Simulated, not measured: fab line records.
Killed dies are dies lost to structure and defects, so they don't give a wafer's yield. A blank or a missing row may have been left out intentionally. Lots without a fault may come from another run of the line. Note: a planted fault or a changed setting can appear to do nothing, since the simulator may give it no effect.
fab line records -- flow n5-finfet
[record] lots = 10, wafers = 29, last-day = 16
route steps=1938 shown BEOL_M12@1635
lots that met no fault: taken from a fault-free run of the same line
start-h: the number of hours between the record's first day and the start of the first shown wafer of the lot -- wait-h: how many hours have passed since the lot's step before this one -- " the same as in the row above -- L1.1+2: several wafers, shown together as one row -- - no value present, or no start provided -- * or withheld: withheld -- < > ~ a bound
route shown NAME@n: a module of which the file shows steps, and the number in the route of the first -- usual: mean/standard deviation of fault-free wafers -- same: alike in all rows -- chamber/n: place in a boat -- sites: each site's reading -- _std_site: standard deviation of those values -- _edge_site: mean of outer sites minus mean of inner sites -- radius-mm: how far each site lies from the wafer's centre -- mask NAME#n: copy n -- behind: the last tool/chamber to shape the wafer -- hold: why the lot was held/for how many hours/how that ended -- device: the transistor (n, p or np) that didn't switch -- end of line: tests run on the same wafers once the route is complete -- a step with no rows: only its recipe -- killed: dies lost to structure and defects at the first sort, not the wafer's yield -- map: the dies of a wafer, with x for killed, . for not killed, _ for no die there
set.NAME: setting as actually run; set.NAME@STEP: the setting as run at that earlier step -- model.NAME: the simulator's own value behind a step, which no gauge read
steps of the route over a sample of lots; a table a step, a row a wafer
services: the hour from which a tool's chamber was out of use, counted from the record's first day as start-h (under 0 if before that day), plus the number of hours and why
[[steps]]
[step N5_BEOL_M12_DESCUM_33]
[recipe] chemistry = O2, time-s = 7.9, source-power-w = 50, bias-power-w = 20, pressure-mtorr = 20, rf-frequency-hz = 2.712e+07, temp-c = 40, o2-flow-sccm = 225
[usual] drypump-motor-current-A = 5.7/0.47, oes-product-au = 0.82/0.092, rf-fwd-power-W = 49.27/0.23, rf-vpp-V = 243.6/1.4, showerhead-plenum-p-Torr = 2.12/0.069, throttle-valve-pct = 20.34/0.18
lot.wafer,tool,chamber,start-h,wait-h,drypump-motor-current-A,oes-product-au,rf-fwd-power-W,rf-hours-counter-h,rf-vpp-V,showerhead-plenum-p-Torr,throttle-valve-pct
L961.3,rie-diel-02,0,231.39,0.0,5.3,0.70,49.24,220,240.9,2.00,20.46
L961.4,rie-diel-02,2,231.39,0.0,5.2,0.69,49.57,246,242.5,2.16,20.85
L961.5,rie-diel-02,0,231.39,0.0,5.3,0.70,49.14,-,241.3,2.00,20.46
L962.2,rie-diel-02,0,239.11,0.0,5.3,0.71,49.66,223,240.1,2.00,20.46
L962.5,rie-diel-02,2,239.11,0.0,5.2,0.70,49.64,-,244.2,2.16,20.85
L962.6,rie-diel-02,1,239.11,0.0,6.2,0.71,49.66,-,243.7,2.14,20.33
L966.3,rie-diel-02,2,274.66,0.0,5.2,1.00,49.61,1,243.8,2.16,20.50
L966.4,rie-diel-02,2,274.66,0.0,5.2,1.00,49.30,-,242.3,2.16,20.51
L966.6,rie-diel-02,0,274.66,0.0,5.3,0.69,49.19,-,240.0,1.99,20.47
L965.1,rie-diel-03,1,275.15,0.0,5.3,0.80,49.12,106,243.2,2.11,20.27
L965.2,rie-diel-03,3,275.15,0.0,5.7,0.89,49.35,31,244.5,2.22,20.30
L965.5,rie-diel-03,2,275.15,0.0,5.4,0.77,49.36,-,243.6,2.09,20.24
L964.3,rie-diel-04,2,275.43,0.0,5.6,0.96,48.94,8,246.8,2.22,20.17
L964.5,rie-diel-04,2,275.43,0.0,5.6,0.97,49.07,-,246.7,2.22,20.17
L964.6,rie-diel-04,3,275.43,0.0,6.4,0.84,49.11,-,243.0,2.12,20.53
L969.2,rie-diel-02,2,279.53,0.2,5.2,1.00,49.49,3,245.5,2.16,20.51
L969.3,rie-diel-02,3,279.53,0.2,5.6,0.71,49.44,213,242.3,2.07,20.45
L969.6,rie-diel-02,3,279.53,0.2,5.6,0.71,49.46,-,242.4,2.07,20.45
L971.1,rie-diel-03,2,304.41,0.0,5.4,0.75,49.13,144,243.6,2.09,20.25
L971.3,rie-diel-03,0,304.41,0.0,5.6,0.69,49.46,231,243.8,2.05,20.27
L971.4,rie-diel-03,1,304.41,0.0,5.3,0.79,48.92,115,243.0,2.11,20.27
L974.1,rie-diel-02,3,329.81,0.0,5.6,0.68,49.20,235,243.2,2.06,20.47
L974.4,rie-diel-02,2,329.81,0.0,5.2,0.92,49.57,25,243.5,2.15,20.55
L974.5,rie-diel-02,1,329.81,0.0,6.2,0.92,49.59,-,244.9,2.13,19.96
L978.2,rie-diel-03,2,348.34,0.2,5.4,0.74,49.36,156,243.3,2.08,20.28
L978.3,rie-diel-03,0,348.34,0.2,5.6,0.69,49.40,247,242.5,2.05,20.32
L978.6,rie-diel-03,3,348.34,0.2,5.7,0.86,49.16,-,246.0,2.22,20.34
L977.2,rie-diel-02,1,349.43,0.9,6.2,0.91,49.78,23,246.1,2.12,19.99
L977.5,rie-diel-02,3,349.43,0.9,5.6,0.68,49.35,-,242.3,2.06,20.49
[step N5_BEOL_M12_SPUTTER_43]
[recipe] material = TaN, target-thk-a = 150, temp-c = 50, bias-v = 168.6, power-w = 15000, chamber-pressure-pa = 0.12, time-s = 24.19
[usual] throttle-valve-pct = 29.9/1.2
lot.wafer,tool,chamber,start-h,wait-h,throttle-valve-pct
L961.3,pvd-sputter-02,-,235.92,0.0,30.3
L961.4,pvd-sputter-02,-,235.92,0.0,29.8
L961.5,pvd-sputter-02,-,235.92,0.0,30.4
L962.2,pvd-sputter-03,-,243.22,0.0,29.5
L962.5,pvd-sputter-03,-,243.22,0.0,28.8
L962.6,pvd-sputter-03,-,243.22,0.0,29.4
L966.3,pvd-sputter-03,-,277.11,0.0,29.1
L966.4,pvd-sputter-03,-,277.11,0.0,31.1
L966.6,pvd-sputter-03,-,277.11,0.0,29.3
L965.1,pvd-sputter-02,-,277.20,0.0,29.1
L965.2,pvd-sputter-02,-,277.20,0.0,32.2
L965.5,pvd-sputter-02,-,277.20,0.0,29.9
L964.3,pvd-sputter-03,-,277.73,0.0,29.1
L964.5,pvd-sputter-03,-,277.73,0.0,31.0
L964.6,pvd-sputter-03,-,277.73,0.0,28.6
L969.2,pvd-sputter-02,-,280.74,0.0,30.0
L969.3,pvd-sputter-02,-,280.74,0.0,30.3
L969.6,pvd-sputter-02,-,280.74,0.0,32.1
L971.1,pvd-sputter-01,-,306.95,0.0,29.9
L971.3,pvd-sputter-01,-,306.95,0.0,31.7
L971.4,pvd-sputter-01,-,306.95,0.0,30.5
L974.1,pvd-sputter-01,-,330.95,0.0,30.1
L974.4,pvd-sputter-01,-,330.95,0.0,30.3
L974.5,pvd-sputter-01,-,330.95,0.0,31.6
L978.2,pvd-sputter-03,-,349.79,0.0,31.2
L978.3,pvd-sputter-03,-,349.79,0.0,28.8
L978.6,pvd-sputter-03,-,349.79,0.0,31.2
L977.2,pvd-sputter-03,-,354.89,0.0,29.3
L977.5,pvd-sputter-03,-,354.89,0.0,30.8
[step N5_BEOL_M12_SPUTTER_44]
[recipe] material = Ta, target-thk-a = 100, temp-c = 50, bias-v = 80, power-w = 15000, chamber-pressure-pa = 0.07, time-s = 16.13
[usual] throttle-valve-pct = 30.0/1.2
lot.wafer,tool,chamber,start-h,wait-h,throttle-valve-pct
L961.3,pvd-sputter-02,-,236.00,0.0,30.2
L961.4,pvd-sputter-02,-,236.00,0.0,29.7
L961.5,pvd-sputter-02,-,236.00,0.0,30.4
L962.2,pvd-sputter-03,-,243.30,0.0,29.2
L962.5,pvd-sputter-03,-,243.30,0.0,28.5
L962.6,pvd-sputter-03,-,243.30,0.0,29.3
L966.3,pvd-sputter-03,-,277.19,0.0,28.5
L966.4,pvd-sputter-03,-,277.19,0.0,31.2
L966.6,pvd-sputter-03,-,277.19,0.0,29.4
L965.1,pvd-sputter-02,-,277.28,0.0,29.4
L965.2,pvd-sputter-02,-,277.28,0.0,32.5
L965.5,pvd-sputter-02,-,277.28,0.0,29.9
L964.3,pvd-sputter-03,-,277.81,0.0,29.0
L964.5,pvd-sputter-03,-,277.81,0.0,31.0
L964.6,pvd-sputter-03,-,277.81,0.0,28.8
L969.2,pvd-sputter-02,-,280.82,0.0,30.2
L969.3,pvd-sputter-02,-,280.82,0.0,30.0
L969.6,pvd-sputter-02,-,280.82,0.0,32.1
L971.1,pvd-sputter-01,-,307.03,0.0,30.1
L971.3,pvd-sputter-01,-,307.03,0.0,31.5
L971.4,pvd-sputter-01,-,307.03,0.0,30.2
L974.1,pvd-sputter-01,-,331.03,0.0,30.3
L974.4,pvd-sputter-01,-,331.03,0.0,30.4
L974.5,pvd-sputter-01,-,331.03,0.0,31.5
L978.2,pvd-sputter-03,-,349.87,0.0,31.0
L978.3,pvd-sputter-03,-,349.87,0.0,28.6
L978.6,pvd-sputter-03,-,349.87,0.0,31.1
L977.2,pvd-sputter-03,-,354.97,0.0,29.6
L977.5,pvd-sputter-03,-,354.97,0.0,30.8
[step N5_BEOL_M12_CMP_49]
[recipe] stop-on = SiOC, t-overpolish-s = 20.6, down-force-psi = 1, platen-rpm = 50, clearing-platen-down-force-psi = 1.5, clearing-platen-rpm = 50, post-cmp-clean = cu-alkaline, target-thk-nm = 320, clearing-platen-pad-velocity-m-s = 0.99484, pad-velocity-m-s = 0.99484
[usual] barrier-field-endpoint-s = 30.6/0.78, clearing-platen-rpm = 50.002/0.025, head-pressure-psi = 1.0001/0.0023, motor-current-A = 5.7/0.5
lot.wafer,tool,chamber,start-h,wait-h,barrier-field-endpoint-s,clearing-platen-rpm,head-pressure-psi,motor-current-A
L961.4,cmp-04,0,236.68,0.2,32.1,49.997,1.0031,6.1
L961.3,cmp-04,1,236.68,0.2,30.7,49.986,1.0047,5.3
L961.5,cmp-04,0,236.68,0.2,32.0,49.971,1.0003,6.0
L962.2,cmp-02,0,244.20,0.3,30.9,50.035,1.0043,5.9
L962.5,cmp-02,1,244.20,0.3,31.0,50.021,0.9998,5.8
L962.6,cmp-02,2,244.20,0.3,31.4,50.004,0.9975,6.2
L966.3,cmp-02,1,277.91,0.2,31.4,49.989,1.0006,6.0
L966.4,cmp-02,2,277.91,0.2,31.3,49.990,0.9984,6.6
L966.6,cmp-02,0,277.91,0.2,31.4,49.982,0.9988,6.6
L965.2,cmp-01,1,278.18,0.3,30.5,49.982,0.9997,5.8
L965.1,cmp-01,2,278.18,0.3,30.7,49.983,1.0015,5.9
L965.5,cmp-01,3,278.18,0.3,30.1,49.991,1.0000,5.0
L964.3,cmp-01,1,278.45,0.2,30.9,50.020,1.0037,5.9
L964.6,cmp-01,1,278.45,0.2,31.0,49.996,1.0019,5.5
L964.5,cmp-01,2,278.45,0.2,30.8,50.012,1.0004,5.9
L969.2,cmp-04,1,281.49,0.2,31.5,49.967,1.0009,5.3
L969.3,cmp-04,3,281.49,0.2,30.8,50.016,1.0004,5.6
L969.6,cmp-04,0,281.49,0.2,32.3,50.037,0.9996,6.2
L971.3,cmp-04,3,307.72,0.2,30.2,50.013,0.9978,5.3
L971.4,cmp-04,0,307.72,0.2,30.1,49.982,0.9981,5.9
L971.1,cmp-04,1,307.72,0.2,30.0,50.013,0.9987,5.6
L974.1,cmp-04,1,331.71,0.3,29.7,50.007,0.9974,5.3
L974.4,cmp-04,3,331.71,0.3,30.0,50.010,0.9987,5.3
L974.5,cmp-04,1,331.71,0.3,30.0,49.998,1.0017,5.2
L978.2,cmp-01,3,350.54,0.2,28.7,49.986,1.0027,4.8
L978.3,cmp-01,1,350.54,0.2,29.3,49.986,0.9993,5.7
L978.6,cmp-01,2,350.54,0.2,29.3,50.011,0.9997,5.9
L977.2,cmp-01,3,355.74,0.3,42.1,50.021,0.9988,4.9
L977.5,cmp-01,0,355.74,0.3,30.3,49.976,0.9988,5.8
[step N5_BEOL_M12_THK_MEAS_50]
[recipe] thk-meas-gauge = xrf, reads = Cu_of_BEOL_M12_ECD_47
[usual] M12_THK = 316/6.3
lot.wafer,tool,chamber,start-h,wait-h,M12_THK[nm]
L961.3,film-metro-01,-,236.94,-,311
L961.4,film-metro-01,-,236.94,-,309
L961.5,film-metro-01,-,236.94,-,313
L962.2,film-metro-02,-,244.38,-,319
L962.5,film-metro-02,-,244.38,-,318
L962.6,film-metro-02,-,244.38,-,319
L966.3,film-metro-01,-,278.13,-,316
L966.4,film-metro-01,-,278.13,-,315
L966.6,film-metro-01,-,278.13,-,313
L965.1,film-metro-02,-,278.39,-,321
L965.2,film-metro-02,-,278.39,-,322
L965.5,film-metro-02,-,278.39,-,315
L964.3,film-metro-02,-,278.74,-,327
L964.5,film-metro-02,-,278.74,-,328
L964.6,film-metro-02,-,278.74,-,329
L969.2,film-metro-02,-,281.75,-,326
L969.3,film-metro-02,-,281.75,-,320
L969.6,film-metro-02,-,281.75,-,320
L971.1,film-metro-02,-,308.02,-,308
L971.3,film-metro-02,-,308.02,-,313
L971.4,film-metro-02,-,308.02,-,320
L974.1,film-metro-02,-,331.97,-,313
L974.4,film-metro-02,-,331.97,-,322
L974.5,film-metro-02,-,331.97,-,316
L978.2,film-metro-01,-,350.80,-,310
L978.3,film-metro-01,-,350.80,-,312
L978.6,film-metro-01,-,350.80,-,316
L977.2,film-metro-01,-,355.92,-,301
L977.5,film-metro-01,-,355.92,-,313
[step N5_BEOL_M12_RS_MEAS_54]
[recipe] thk-meas-gauge = four-point-probe, reads = Cu_of_BEOL_M12_ECD_47+Ta_of_BEOL_M12_SPUTTER_44+TaN_of_BEOL_M12_SPUTTER_43
[usual] M12_RS = 0.0600/0.00084
lot.wafer,tool,chamber,start-h,wait-h,M12_RS[ohm/sq]
L961.3,film-metro-01,-,237.09,0.0,0.0601
L961.4,film-metro-01,-,237.09,0.0,0.0608
L961.5,film-metro-01,-,237.09,0.0,0.0601
L962.2,film-metro-02,-,244.51,0.0,0.0597
L962.5,film-metro-02,-,244.51,0.0,0.0600
L962.6,film-metro-02,-,244.51,0.0,0.0597
L966.3,film-metro-01,-,278.28,0.0,0.0594
L966.4,film-metro-01,-,278.28,0.0,0.0595
L966.6,film-metro-01,-,278.28,0.0,0.0599
L965.1,film-metro-02,-,278.52,0.0,0.0595
L965.2,film-metro-02,-,278.52,0.0,0.0596
L965.5,film-metro-02,-,278.52,0.0,0.0604
L964.3,film-metro-01,-,278.90,0.0,0.0594
L964.5,film-metro-01,-,278.90,0.0,0.0595
L964.6,film-metro-01,-,278.90,0.0,0.0588
L969.2,film-metro-01,-,281.88,0.0,0.0591
L969.3,film-metro-01,-,281.88,0.0,0.0607
L969.6,film-metro-01,-,281.88,0.0,0.0605
L971.1,film-metro-01,-,308.14,0.0,0.0623
L971.3,film-metro-01,-,308.14,0.0,0.0612
L971.4,film-metro-01,-,308.14,0.0,0.0597
L974.1,film-metro-01,-,332.09,0.0,0.0610
L974.4,film-metro-01,-,332.09,0.0,0.0590
L974.5,film-metro-01,-,332.09,0.0,0.0605
L978.2,film-metro-01,-,350.92,0.0,0.0609
L978.3,film-metro-01,-,350.92,0.0,0.0605
L978.6,film-metro-01,-,350.92,0.0,0.0597
L977.2,film-metro-01,-,356.04,0.0,0.0633
L977.5,film-metro-01,-,356.04,0.0,0.0605
[[services]]
tool,chamber,start-h,hours,kind
cmp-04,-,218.83,0.5,repair
rie-diel-03,-,219.02,2.8,pm
pvd-sputter-01,-,231.67,2.2,repair
pvd-sputter-01,-,236.50,2.7,repair
rie-diel-02,2,241.92,-,clean
rie-diel-02,2,241.92,-,consumable-replace:focus-ring
rie-diel-02,2,241.92,31.1,scheduled-down
rie-diel-02,2,241.92,31.1,vent-cycle
cmp-04,-,252.53,18.1,pm
rie-diel-03,0,259.75,6.6,repair
rie-diel-02,0,261.10,2.4,repair
cmp-01,-,272.91,0.3,repair
cmp-01,-,302.68,5.5,pm
cmp-02,-,305.22,4.0,pm
rie-diel-03,0,310.73,1.4,repair
rie-diel-03,2,316.71,5.3,repair
cmp-02,-,320.54,8.6,pm
cmp-02,-,330.81,6.3,pm
pvd-sputter-01,-,339.12,1.2,repair
rie-diel-04,3,341.69,14.3,repair
rie-diel-02,-,344.12,2.0,repair
rie-diel-04,1,345.68,5.8,repair
rie-diel-04,-,346.66,14.6,pm
cmp-04,-,348.73,0.5,repair
[[key]]
[first-sign] step = N5_BEOL_M12_CMP_49, reading = barrier-field-endpoint-s, direction = up, sigmas = 15, usual = 30.6, struck = 42.1
[effect] step = N5_BEOL_M12_RS_MEAS_54, reading = M12_RS, direction = up, sigmas = 3.9, usual = 0.0600, struck = 0.0633
met-at N5_BEOL_M12_SPUTTER_43
struck-lots L977
struck-wafers L977.2
not-acting-at N5_BEOL_M12_DESCUM_33,N5_BEOL_M12_SPUTTER_44,N5_BEOL_M12_THK_MEAS_50
onset-between 349.79 354.89
[fault] kind = process-parameter-drift, tool = pvd-sputter-03, chamber = -, onset-h = 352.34, steps = N5_BEOL_M12_SPUTTER_43, channel = time-s, offset = *, shape = step, end-h = 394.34, scope = struck-wafers-only, acts-in = *, stated = *
